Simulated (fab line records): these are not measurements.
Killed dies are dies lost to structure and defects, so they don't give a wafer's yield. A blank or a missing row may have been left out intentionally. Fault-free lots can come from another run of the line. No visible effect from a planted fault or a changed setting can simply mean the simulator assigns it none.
fab line records	flow nand-harc
[record] lots = 24	wafers = 72	last-day = 33
route steps=1302 shown A_DECK1_JOINT@527 A_ONON_D2@563 A_CHANNEL_HOLE_D2@588 A_CHANNEL_FILL_D2@615
lots that met no fault: from a run of the same line without faults
start-h: the number of hours between the record's first day and the start of the first shown wafer of the lot	wait-h: hours elapsed since this lot's preceding step	" repeats the value in the row above	L1.1+2: several wafers, shown together as one row	- no value present, or no start provided	* or withheld: withheld	< > ~ a bound
route shown NAME@n: NAME is a module with steps in the file, n the number in the route of the first one	usual: mean/standard deviation of fault-free wafers	same: alike in all rows	chamber/n: place in a boat	sites: readings site by site	_std_site: standard deviation across them	_edge_site: inner sites' mean taken away from outer sites' mean	radius-mm: how far each site lies from the wafer's centre	mask NAME#n: copy n	behind: the tool/chamber that last shaped the wafer	hold: what put the lot on hold/how long, in hours/how the hold closed	device: names the non-switching transistor (n, p or np)	end of line: the route-end tests of the same wafers	step lacking rows: just its recipe	killed: at the first sort, the dies lost to defects and structure; wafer yield is something else	map: a wafer's dies, marking killed ones x, the rest . and places with no die _
set.NAME: the setting that was run; set.NAME@STEP: the one run at that earlier step	model.NAME: the simulator's own value behind a step, which no gauge read
a sample of lots followed through the steps of the route, with each step as a table and each wafer as a row
services: when a tool's chamber went out of use (start-h, in hours from the record's first day, below 0 if earlier), for how many hours, and the reason
[[steps]]
[step NHARC_A_DECK1_JOINT_CMP_13]
[recipe] target-thk-nm = 51.023
[usual] motor-current-A = 12.9/0.99	time-to-endpoint-s = 10/3.3
lot.wafer	tool	chamber	start-h	wait-h	motor-current-A	time-to-endpoint-s
L075.4	cmp-04	0	260.90	0.4	10.9	11
L075.3	"	1	"	"	13.3	7
L075.5	"	0	"	"	11.3	11
L074.4	cmp-03	2	264.70	0.4	12.9	9
L074.6	"	1	"	"	14.5	8
L074.5	"	2	"	"	13.6	8
L077.4	cmp-02	2	267.27	0.4	13.1	12
L077.1	"	0	"	"	15.0	4
L077.5	"	2	"	"	12.8	13
L076.4	cmp-03	2	267.27	0.4	12.9	5
L076.3	"	1	"	"	14.5	6
L076.5	"	3	"	"	11.5	11
L078.4	cmp-02	1	289.91	0.4	12.3	20
L078.2	"	2	"	"	12.7	15
L078.3	"	0	"	"	14.5	9
L079.4	cmp-04	0	298.60	0.5	11.5	12
L079.1	"	1	"	"	12.8	7
L079.5	"	3	"	"	12.7	11
L081.2	cmp-04	2	316.64	0.4	11.5	10
L081.3	"	3	"	"	13.7	14
L081.6	"	1	"	"	13.6	5
L080.1	cmp-03	2	316.64	0.4	12.8	8
L080.3	"	3	"	"	11.3	10
L080.6	"	1	"	"	13.9	9
L082.1	cmp-02	3	328.78	0.4	12.8	14
L082.2	"	1	"	"	11.8	17
L082.5	"	2	"	"	13.2	13
L083.1	cmp-04	0	337.88	0.4	10.7	10
L083.2	"	1	"	"	13.3	7
L083.6	"	0	"	"	11.2	9
L084.3	cmp-04	0	349.77	0.4	11.5	12
L084.4	"	1	"	"	12.7	2
L084.5	"	0	"	"	11.3	11
L086.2	cmp-04	2	356.47	0.4	12.1	11
L086.1	"	0	"	"	10.9	10
L086.5	"	3	"	"	13.3	9
L085.4	cmp-03	0	356.47	0.4	12.7	4
L085.1	"	3	"	"	11.6	7
L085.6	"	0	"	"	12.7	7
L087.3	cmp-03	1	385.30	0.4	14.1	8
L087.4	"	2	"	"	13.2	9
L087.5	"	2	"	"	13.3	5
L088.2	cmp-02	1	391.66	0.4	12.0	13
L088.4	"	2	"	"	13.3	9
L088.6	"	1	"	"	12.2	13
L089.1	cmp-03	2	391.66	0.4	13.7	8
L089.4	"	1	"	"	14.2	6
L089.5	"	3	"	"	11.7	9
L090.4	cmp-02	3	413.38	0.4	11.9	12
L090.1	"	1	"	"	12.1	14
L090.5	"	3	"	"	13.0	9
L091.2	cmp-03	2	413.38	0.4	13.7	9
L091.4	"	0	"	"	12.7	7
L091.6	"	1	"	"	14.3	10
L092.1	cmp-03	0	426.99	0.4	13.4	11
L092.4	"	1	"	"	14.4	10
L092.6	"	2	"	"	12.9	8
L093.4	cmp-03	1	436.35	0.4	15.1	10
L093.2	"	2	"	"	12.3	6
L093.1	"	3	"	"	11.1	12
L094.1	cmp-02	0	446.58	0.4	14.6	4
L094.2	"	3	"	"	12.8	11
L094.5	"	0	"	"	13.6	8
L096.2	cmp-03	2	466.67	0.4	12.9	6
L096.3	"	3	"	"	11.3	6
L096.5	"	0	"	"	13.4	7
L097.1	cmp-02	0	476.14	0.4	14.5	9
L097.3	"	1	"	"	12.4	17
L097.2	"	2	"	"	13.4	15
L095.3	cmp-04	3	476.17	0.4	12.6	9
L095.2	"	0	"	"	11.3	10
L095.4	"	1	"	"	13.1	7
[step NHARC_A_ONON_D2_THK_MEAS_27]
[recipe] thk-meas-gauge = ellipsometry
[usual] thk-nm = 1003/12
lot.wafer	tool	chamber	start-h	wait-h	thk-nm
L074.4	film-metro-01	-	304.68	-	1008
L074.5	"	-	"	"	1009
L074.6	"	-	"	"	1008
L077.1	film-metro-01	-	304.70	-	990
L077.4	"	-	"	"	990
L077.5	"	-	"	"	991
L075.3	film-metro-01	-	304.83	-	997
L075.4	"	-	"	"	996
L075.5	"	-	"	"	996
L076.3	film-metro-01	-	305.05	-	1026
L076.4	"	-	"	"	1028
L076.5	"	-	"	"	1028
L079.1	film-metro-02	-	332.42	-	988
L079.4	"	-	"	"	985
L079.5	"	-	"	"	984
L078.2	film-metro-01	-	332.43	-	1002
L078.3	"	-	"	"	1003
L078.4	"	-	"	"	1003
L081.2	film-metro-02	-	352.62	-	1006
L081.3	"	-	"	"	1005
L081.6	"	-	"	"	1005
L080.1	film-metro-01	-	352.64	-	1006
L080.3	"	-	"	"	1005
L080.6	"	-	"	"	1005
L082.1	film-metro-02	-	370.33	-	996
L082.2	"	-	"	"	998
L082.5	"	-	"	"	998
L083.1	film-metro-01	-	370.33	-	991
L083.2	"	-	"	"	992
L083.6	"	-	"	"	990
L084.3	film-metro-01	-	388.07	-	981
L084.4	"	-	"	"	980
L084.5	"	-	"	"	981
L086.1	film-metro-01	-	399.26	-	1008
L086.2	"	-	"	"	1007
L086.5	"	-	"	"	1008
L085.1	film-metro-02	-	399.26	-	1009
L085.4	"	-	"	"	1010
L085.6	"	-	"	"	1008
L088.2	film-metro-01	-	426.12	-	1006
L088.4	"	-	"	"	1007
L088.6	"	-	"	"	1008
L089.1	film-metro-02	-	426.12	-	999
L089.4	"	-	"	"	996
L089.5	"	-	"	"	998
L087.3	film-metro-01	-	426.13	-	1016
L087.4	"	-	"	"	1015
L087.5	"	-	"	"	1016
L090.1	film-metro-02	-	447.18	-	1027
L090.4	"	-	"	"	1028
L090.5	"	-	"	"	1028
L091.2	film-metro-01	-	447.22	-	1006
L091.4	"	-	"	"	1005
L091.6	"	-	"	"	1008
L092.1	film-metro-02	-	460.81	-	1001
L092.4	"	-	"	"	999
L092.6	"	-	"	"	1000
L093.1	film-metro-01	-	474.62	-	1009
L093.2	"	-	"	"	1008
L093.4	"	-	"	"	1007
L094.1	film-metro-01	-	482.12	-	996
L094.2	"	-	"	"	995
L094.5	"	-	"	"	997
L096.2	film-metro-02	-	503.53	-	979
L096.3	"	-	"	"	979
L096.5	"	-	"	"	979
L097.1	film-metro-02	-	510.07	-	1012
L097.2	"	-	"	"	1009
L097.3	"	-	"	"	1012
L095.2	film-metro-01	-	510.07	-	1004
L095.3	"	-	"	"	1005
L095.4	"	-	"	"	1005
[step NHARC_A_CHANNEL_HOLE_D2_ETCH_34]
[recipe] target-depth-a = 1540	time-s = 77	cf4-flow-sccm = 100	chf3-flow-sccm = 30	ar-flow-sccm = 0	rf-w = 500	bias-w = 200	chemistry = CF4/CHF3
[usual] drypump-motor-current-A = 6.0/0.49	oes-product-au = 0.959/0.022	rf-fwd-power-W = 496.0/1.8	rf-vpp-V = 370.8/2.2	showerhead-plenum-p-Torr = 1.58/0.061	throttle-valve-pct = 16.801/0.0097
lot.wafer	tool	chamber	start-h	wait-h	drypump-motor-current-A	oes-product-au	rf-fwd-power-W	rf-hours-counter-h	rf-vpp-V	showerhead-plenum-p-Torr	throttle-valve-pct
L074.4	rie-diel-08	2	-	-	6.1	0.972	498.9	6.3	370.7	1.59	16.800
L074.5	"	0	"	"	6.0	0.972	496.9	-	369.2	1.52	16.808
L074.6	"	1	"	"	6.3	0.975	495.6	-	373.6	1.64	16.809
L077.4	rie-diel-12	0	-	-	6.6	0.956	496.1	0.6	372.8	1.65	16.799
L077.1	"	1	"	"	5.8	0.965	496.1	0.6	367.7	1.52	16.801
L077.5	"	3	"	"	5.7	0.964	493.1	-	370.4	1.57	16.820
L075.4	rie-diel-08	2	-	-	6.2	0.949	496.6	6.9	371.3	1.60	16.794
L075.3	"	0	"	"	6.0	0.984	498.0	6.2	368.8	1.52	16.825
L075.5	"	2	"	"	6.1	0.943	495.6	-	370.1	1.59	16.812
L076.3	rie-diel-08	2	-	-	6.1	0.946	497.9	7.4	371.7	1.59	16.801
L076.4	"	3	"	"	6.4	1.003	496.4	7.0	368.9	1.53	16.802
L076.5	"	1	"	"	6.3	0.947	496.7	-	372.1	1.64	16.813
L078.3	rie-diel-02	0	-	-	5.9	0.952	498.4	5.6	373.5	1.69	16.811
L078.2	"	1	"	"	4.8	0.960	496.4	5.3	369.8	1.50	16.807
L078.4	"	3	"	"	4.8	0.965	495.5	5.5	365.6	1.48	16.790
L079.4	rie-diel-12	1	-	-	5.8	0.958	500.6	2.6	369.7	1.52	16.796
L079.1	"	2	"	"	6.1	0.986	495.5	2.7	373.5	1.66	16.793
L079.5	"	3	"	"	5.7	0.983	496.7	-	370.2	1.57	16.785
L081.2	rie-diel-08	1	-	-	6.3	0.952	496.0	9.1	372.8	1.64	16.790
L081.3	"	2	"	"	6.1	0.949	494.2	9.9	371.6	1.59	16.797
L081.6	"	1	"	"	6.3	0.967	496.7	-	373.6	1.64	16.821
L080.3	rie-diel-02	3	-	-	4.8	0.977	494.7	7.5	367.1	1.48	16.808
L080.1	"	1	"	"	4.8	0.941	496.5	7.9	368.2	1.50	16.785
L080.6	"	2	"	"	5.8	0.950	497.4	-	370.7	1.55	16.798
L083.2	rie-diel-02	1	-	-	4.8	0.912	494.7	8.5	368.9	1.50	16.804
L083.1	"	2	"	"	5.7	0.924	495.8	8.2	368.9	1.55	16.800
L083.6	"	2	"	"	5.7	0.931	496.0	-	370.5	1.54	16.799
L082.2	rie-diel-12	0	-	-	6.6	0.969	494.9	4.2	374.3	1.65	16.802
L082.1	"	2	"	"	6.2	1.001	494.6	4.8	374.7	1.66	16.778
L082.5	"	0	"	"	6.6	0.972	494.0	-	374.1	1.65	16.801
L084.3	rie-diel-08	3	-	-	6.4	0.979	494.4	0.7	368.8	1.53	16.795
L084.4	"	0	"	"	6.0	0.967	495.6	1.4	368.0	1.52	16.802
L084.5	"	3	"	"	6.4	0.985	495.2	-	369.0	1.53	16.796
L086.2	rie-diel-12	3	-	-	5.7	0.949	495.5	6.7	370.4	1.57	16.790
L086.1	"	1	"	"	5.8	0.947	496.5	7.2	368.9	1.52	16.805
L086.5	"	3	"	"	5.7	0.954	492.0	-	371.2	1.57	16.818
L085.1	rie-diel-08	0	-	-	6.0	0.966	496.8	2.0	368.9	1.52	16.801
L085.4	"	1	"	"	6.3	0.958	497.6	2.1	372.9	1.64	16.810
L085.6	"	1	"	"	6.3	0.960	495.0	-	373.0	1.64	16.807
L088.2	rie-diel-12	2	-	-	6.2	0.963	493.4	9.2	373.5	1.66	16.787
L088.6	"	3	"	"	5.7	0.967	492.5	-	370.3	1.57	16.790
L088.4	"	2	"	"	6.2	0.976	494.6	-	374.6	1.66	16.800
L087.3	rie-diel-08	1	-	-	6.3	0.933	496.3	4.0	372.8	1.64	16.778
L087.4	"	2	"	"	6.1	0.936	495.2	-	372.0	1.59	16.808
L087.5	"	0	"	"	6.0	0.959	497.5	-	367.8	1.52	16.781
L089.1	rie-diel-02	1	-	-	4.8	0.964	497.2	2.5	368.2	1.50	16.806
L089.4	"	3	"	"	4.8	0.948	497.5	1.9	366.8	1.48	16.800
L089.5	"	2	"	"	5.7	0.980	493.6	-	371.7	1.54	16.829
L090.4	rie-diel-02	2	-	-	5.8	0.919	491.3	3.5	369.4	1.54	16.798
L090.1	"	3	"	"	4.8	0.940	497.6	2.3	368.8	1.48	16.791
L090.5	"	2	"	"	5.8	0.929	492.9	-	369.3	1.54	16.803
L091.2	rie-diel-12	3	-	-	5.7	0.968	494.9	0.3	371.4	1.57	16.806
L091.4	"	0	"	"	6.6	0.967	493.1	-	373.0	1.65	16.818
L091.6	"	2	"	"	6.2	0.976	492.8	-	372.9	1.66	16.810
L092.4	rie-diel-08	1	-	-	6.3	0.943	496.2	5.6	373.5	1.64	16.798
L092.1	"	2	"	"	6.1	0.944	497.4	5.7	372.4	1.59	16.788
L092.6	"	1	"	"	6.3	0.949	494.1	-	372.4	1.64	16.801
L093.4	rie-diel-08	2	-	-	6.1	0.913	495.2	6.6	371.7	1.59	16.789
L093.1	"	3	"	"	6.4	0.977	497.7	4.8	367.6	1.53	16.799
L093.2	"	0	"	"	6.0	0.967	496.0	6.7	369.4	1.52	16.813
L094.2	rie-diel-12	0	-	-	6.6	0.973	496.5	3.0	372.8	1.65	16.786
L094.1	"	3	"	"	5.7	0.963	494.0	3.4	370.1	1.57	16.797
L094.5	"	1	"	"	5.8	0.947	495.9	-	368.2	1.52	16.803
L096.3	rie-diel-12	1	-	-	5.8	0.930	495.6	1.9	369.9	1.52	16.802
L096.2	"	2	"	"	6.1	0.951	494.3	4.6	372.6	1.66	16.788
L096.5	"	0	"	"	6.6	0.923	497.3	-	373.8	1.65	16.799
L095.2	rie-diel-08	3	-	-	6.4	0.992	495.0	7.1	369.7	1.53	16.793
L095.3	"	0	"	"	6.0	0.988	497.5	8.7	369.0	1.52	16.818
L095.4	"	1	"	"	6.3	0.971	495.5	8.3	372.1	1.64	16.802
L097.3	rie-diel-08	0	-	-	6.0	0.992	499.2	9.3	369.9	1.52	16.797
L097.2	"	1	"	"	6.3	0.963	496.6	8.6	373.3	1.64	16.795
L097.1	"	3	"	"	6.5	0.997	497.4	7.8	368.5	1.53	16.812
[step NHARC_A_CHANNEL_HOLE_D2_CD_MEAS_18]
[usual] cd-nm = 98/3.5
lot.wafer	tool	chamber	start-h	wait-h	cd-nm
L074.4	cd-sem-02	-	311.60	-	99
L074.5	"	-	"	"	97
L074.6	"	-	"	"	104
L077.1	cd-sem-02	-	312.04	-	97
L077.4	"	-	"	"	95
L077.5	"	-	"	"	96
L075.3	cd-sem-03	-	313.85	-	107
L075.4	"	-	"	"	95
L075.5	"	-	"	"	98
L076.3	cd-sem-03	-	316.01	-	96
L076.4	"	-	"	"	95
L076.5	"	-	"	"	109
L078.2	cd-sem-02	-	337.53	-	89
L078.3	"	-	"	"	96
L078.4	"	-	"	"	95
L079.1	cd-sem-01	-	337.68	-	96
L079.4	"	-	"	"	103
L079.5	"	-	"	"	100
L080.1	cd-sem-01	-	357.90	-	96
L080.3	"	-	"	"	105
L080.6	"	-	"	"	93
L081.2	cd-sem-02	-	357.96	-	97
L081.3	"	-	"	"	103
L081.6	"	-	"	"	96
L083.1	cd-sem-03	-	375.32	-	98
L083.2	"	-	"	"	92
L083.6	"	-	"	"	96
L082.1	cd-sem-01	-	375.99	-	100
L082.2	"	-	"	"	97
L082.5	"	-	"	"	93
L084.3	cd-sem-02	-	396.98	-	96
L084.4	"	-	"	"	100
L084.5	"	-	"	"	98
L086.1	cd-sem-02	-	405.54	-	100
L086.2	"	-	"	"	100
L086.5	"	-	"	"	98
L085.1	cd-sem-01	-	405.70	-	98
L085.4	"	-	"	"	103
L085.6	"	-	"	"	102
L088.2	cd-sem-03	-	434.34	-	95
L088.4	"	-	"	"	98
L088.6	"	-	"	"	99
L087.3	cd-sem-01	-	434.87	-	91
L087.4	"	-	"	"	97
L087.5	"	-	"	"	96
L089.1	cd-sem-02	-	436.06	-	94
L089.4	"	-	"	"	103
L089.5	"	-	"	"	103
L090.1	cd-sem-02	-	454.21	-	101
L090.4	"	-	"	"	100
L090.5	"	-	"	"	99
L091.2	cd-sem-01	-	456.34	-	100
L091.4	"	-	"	"	101
L091.6	"	-	"	"	94
L092.1	cd-sem-02	-	465.93	-	95
L092.4	"	-	"	"	102
L092.6	"	-	"	"	100
L093.1	cd-sem-03	-	479.74	-	96
L093.2	"	-	"	"	100
L093.4	"	-	"	"	99
L094.1	cd-sem-03	-	489.73	-	95
L094.2	"	-	"	"	95
L094.5	"	-	"	"	93
L096.2	cd-sem-01	-	509.04	-	95
L096.3	"	-	"	"	101
L096.5	"	-	"	"	99
L095.2	cd-sem-01	-	515.89	-	100
L095.3	"	-	"	"	99
L095.4	"	-	"	"	99
L097.1	cd-sem-01	-	517.79	-	95
L097.2	"	-	"	"	100
L097.3	"	-	"	"	99
[step NHARC_A_CHANNEL_HOLE_D2_ETCH_25]
[recipe] bias-v = 5000	source-w = withheld	pressure-mtorr = 20	time-s = 1040.2	ar-flow-sccm = 375	c4f8-flow-sccm = 93.8	o2-flow-sccm = 31.2	temp-c = -20	target-depth-a = 15000	chemistry = C4F8/O2/Ar
[usual] drypump-motor-current-A = 6.1/0.38	showerhead-plenum-p-Torr = 3.72/0.11	throttle-valve-pct = 32.234/0.0084
lot.wafer	tool	chamber	start-h	wait-h	drypump-motor-current-A	rf-hours-counter-h	showerhead-plenum-p-Torr	throttle-valve-pct
L077.1	har-etch-01	1	315.01	0.7	6.6	159	3.62	32.239
L077.4	"	0	"	"	6.3	-	3.69	32.240
L077.5	"	1	"	"	6.5	-	3.62	32.233
L074.4	har-etch-02	1	318.33	1.4	5.9	-	3.73	32.235
L074.5	"	1	"	"	5.9	-	3.73	32.228
L074.6	"	1	"	"	5.9	-	3.73	32.251
L075.3	har-etch-01	0	319.49	0.7	6.4	-	3.69	32.245
L075.4	"	1	"	"	6.5	-	3.61	32.227
L075.5	"	1	"	"	6.5	-	3.61	32.230
L076.3	har-etch-02	0	323.17	0.7	5.5	-	3.93	32.236
L076.4	"	1	"	"	5.9	-	3.72	32.245
L076.5	"	1	"	"	5.9	-	3.72	32.235
L078.2	har-etch-02	1	340.49	0.6	5.9	375	3.72	32.248
L078.3	"	1	"	"	5.9	-	3.72	32.224
L078.4	"	0	"	"	5.6	-	3.92	32.234
L079.1	har-etch-01	1	340.79	0.7	6.5	178	3.60	32.230
L079.4	"	1	"	"	6.5	-	3.61	32.235
L079.5	"	0	"	"	6.4	-	3.68	32.235
L081.2	har-etch-01	0	360.93	0.6	6.3	193	3.67	32.220
L081.3	"	0	"	"	6.4	-	3.67	32.235
L081.6	"	0	"	"	6.4	-	3.67	32.238
L080.1	har-etch-02	0	361.04	0.7	5.6	398	3.91	32.226
L080.3	"	0	"	"	5.6	-	3.91	32.222
L080.6	"	1	"	"	5.9	-	3.71	32.233
L083.1	har-etch-02	0	378.30	0.7	5.6	406	3.91	32.228
L083.2	"	1	"	"	6.0	398	3.71	32.246
L083.6	"	0	"	"	5.6	-	3.91	32.231
L082.2	har-etch-01	0	378.95	0.6	6.3	201	3.67	32.228
L082.1	"	1	"	"	6.5	201	3.59	32.242
L082.5	"	0	"	"	6.4	-	3.67	32.231
L084.3	har-etch-01	0	402.16	0.7	6.4	-	3.66	32.225
L084.4	"	1	"	"	6.6	-	3.58	32.223
L084.5	"	0	"	"	6.4	-	3.66	32.230
L086.2	har-etch-02	1	409.53	0.6	5.9	10	3.70	32.227
L086.1	"	0	"	"	5.6	10	3.90	32.242
L086.5	"	0	"	"	5.6	-	3.90	32.229
L085.1	har-etch-01	1	410.67	0.7	6.6	223	3.58	32.236
L085.4	"	0	"	"	6.4	-	3.65	32.239
L085.6	"	0	"	"	6.4	-	3.65	32.241
L088.2	har-etch-02	0	437.31	0.6	5.6	29	3.89	32.242
L088.4	"	0	"	"	5.5	-	3.89	32.241
L088.6	"	0	"	"	5.5	-	3.89	32.237
L087.4	har-etch-01	1	438.11	0.7	6.5	-	3.57	32.226
L087.3	"	0	"	"	6.3	-	3.64	32.230
L087.5	"	1	"	"	6.5	-	3.57	32.233
L089.1	har-etch-02	1	441.61	0.7	5.9	33	3.69	32.233
L089.4	"	1	"	"	5.9	-	3.69	32.235
L089.5	"	1	"	"	5.9	-	3.69	32.220
L090.1	har-etch-02	0	457.83	0.6	5.5	41	3.88	32.233
L090.4	"	0	"	"	5.6	-	3.88	32.241
L090.5	"	0	"	"	5.5	-	3.88	32.237
L091.2	har-etch-01	1	459.32	0.6	6.6	254	3.56	32.251
L091.4	"	1	"	"	6.6	-	3.56	32.247
L091.6	"	1	"	"	6.5	-	3.56	32.251
L092.1	har-etch-02	1	469.06	0.7	6.0	45	3.68	32.242
L092.4	"	0	"	"	5.6	-	3.88	32.212
L092.6	"	1	"	"	6.0	-	3.68	32.235
L093.2	har-etch-01	0	482.70	0.6	6.4	266	3.63	32.233
L093.1	"	1	"	"	6.5	266	3.56	32.232
L093.4	"	0	"	"	6.3	-	3.63	32.247
L094.2	har-etch-02	1	494.85	0.6	5.9	64	3.67	32.243
L094.1	"	0	"	"	5.6	64	3.87	32.236
L094.5	"	0	"	"	5.6	-	3.87	32.224
L096.2	har-etch-02	0	511.99	0.6	5.5	71	3.87	32.241
L096.3	"	1	"	"	5.9	-	3.67	32.234
L096.5	"	1	"	"	5.9	-	3.67	32.234
L095.2	har-etch-02	1	518.86	0.6	5.9	75	3.66	32.245
L095.4	"	1	"	"	5.9	-	3.66	32.249
L095.3	"	0	"	"	5.6	-	3.86	32.226
L097.1	har-etch-02	1	523.05	0.6	5.9	79	3.66	32.229
L097.2	"	0	"	"	5.6	79	3.86	32.228
L097.3	"	0	"	"	5.6	-	3.86	32.239
[step NHARC_A_CHANNEL_FILL_D2_ALD_15]
[recipe] target-thk-a = 20	pulse-time-s = 60	ald-cycles = 19	temp-c = 630	pressure-torr = 2	material = SiNx
[usual] precursor-pulse-height-rel = 0.999/0.019
lot.wafer	tool	chamber	start-h	wait-h	precursor-pulse-height-rel
L077.1	ald-sin-batch-01	0	-	-	0.980
L077.4	"	0	"	"	0.978
L077.5	"	0	"	"	1.023
L074.4	ald-sin-batch-03	0	-	-	1.022
L074.5	"	0	"	"	1.007
L074.6	"	0	"	"	0.970
L075.3	ald-sin-batch-03	0	-	-	0.996
L075.4	"	0	"	"	0.984
L075.5	"	0	"	"	0.991
L076.3	ald-sin-batch-01	0	-	-	0.961
L076.4	"	0	"	"	0.995
L076.5	"	0	"	"	0.983
L078.2	ald-sin-batch-01	0	-	-	1.010
L078.3	"	0	"	"	1.007
L078.4	"	0	"	"	1.003
L079.1	ald-sin-batch-01	0	-	-	1.003
L079.4	"	0	"	"	0.982
L079.5	"	0	"	"	0.998
L080.1	ald-sin-batch-02	0	375.02	3.2	0.983
L080.3	"	0	"	"	0.995
L080.6	"	0	"	"	1.009
L081.2	ald-sin-batch-02	0	-	-	1.001
L081.3	"	0	"	"	0.999
L081.6	"	0	"	"	1.007
L082.1	ald-sin-batch-02	0	-	-	0.989
L082.2	"	0	"	"	1.026
L082.5	"	0	"	"	1.021
L083.1	ald-sin-batch-02	0	-	-	0.978
L083.2	"	0	"	"	1.006
L083.6	"	0	"	"	0.988
L084.3	ald-sin-batch-02	0	-	-	0.997
L084.4	"	0	"	"	0.999
L084.5	"	0	"	"	0.991
L085.1	ald-sin-batch-02	0	-	-	0.982
L085.4	"	0	"	"	1.033
L085.6	"	0	"	"	0.988
L086.1	ald-sin-batch-02	0	-	-	0.978
L086.2	"	0	"	"	0.992
L086.5	"	0	"	"	1.023
L087.3	ald-sin-batch-02	0	-	-	1.020
L087.4	"	0	"	"	0.972
L087.5	"	0	"	"	1.007
L088.2	ald-sin-batch-02	0	-	-	1.011
L088.4	"	0	"	"	0.998
L088.6	"	0	"	"	1.034
L089.1	ald-sin-batch-03	0	-	-	0.968
L089.4	"	0	"	"	1.005
L089.5	"	0	"	"	1.028
L090.1	ald-sin-batch-02	0	-	-	0.992
L090.4	"	0	"	"	0.990
L090.5	"	0	"	"	0.992
L091.2	ald-sin-batch-02	0	-	-	1.008
L091.4	"	0	"	"	1.038
L091.6	"	0	"	"	1.024
L092.1	ald-sin-batch-03	0	-	-	0.992
L092.4	"	0	"	"	0.958
L092.6	"	0	"	"	0.996
L093.1	ald-sin-batch-03	0	-	-	1.017
L093.2	"	0	"	"	0.990
L093.4	"	0	"	"	0.971
L094.1	ald-sin-batch-02	0	-	-	0.997
L094.2	"	0	"	"	1.012
L094.5	"	0	"	"	0.973
L096.2	ald-sin-batch-02	0	-	-	0.996
L096.3	"	0	"	"	1.007
L096.5	"	0	"	"	1.019
L095.2	ald-sin-batch-03	0	-	-	0.978
L095.3	"	0	"	"	0.999
L095.4	"	0	"	"	0.988
L097.1	ald-sin-batch-03	0	-	-	0.977
L097.2	"	0	"	"	1.010
L097.3	"	0	"	"	1.046
[[services]]
tool	chamber	start-h	hours	kind
cmp-03	-	260.00	4.0	pm
cmp-04	-	263.85	0.5	repair
ald-sin-batch-02	-	266.00	26.0	pm
rie-diel-12	2	266.34	1.9	repair
rie-diel-12	-	268.40	9.0	pm
cmp-02	-	273.18	1.9	repair
cmp-03	-	277.39	0.3	repair
rie-diel-08	1	296.52	9.6	repair
cmp-03	-	297.15	1.6	repair
rie-diel-08	0	324.33	6.1	repair
rie-diel-08	3	330.57	57.5	repair
cmp-03	-	358.00	4.0	pm
rie-diel-08	-	367.81	9.0	pm
cmp-03	-	368.16	0.9	repair
har-etch-02	-	379.55	17.0	pm
cmp-03	-	415.38	0.5	repair
rie-diel-12	1	423.55	55.6	repair
rie-diel-08	3	428.01	9.6	repair
rie-diel-12	-	445.40	9.0	pm
cmp-03	-	455.51	1.2	repair
cmp-03	-	456.71	4.0	pm
ald-sin-batch-02	-	476.93	22.4	repair
cmp-03	-	502.87	0.4	repair
rie-diel-12	3	530.82	7.2	repair
[[key]]
fault none
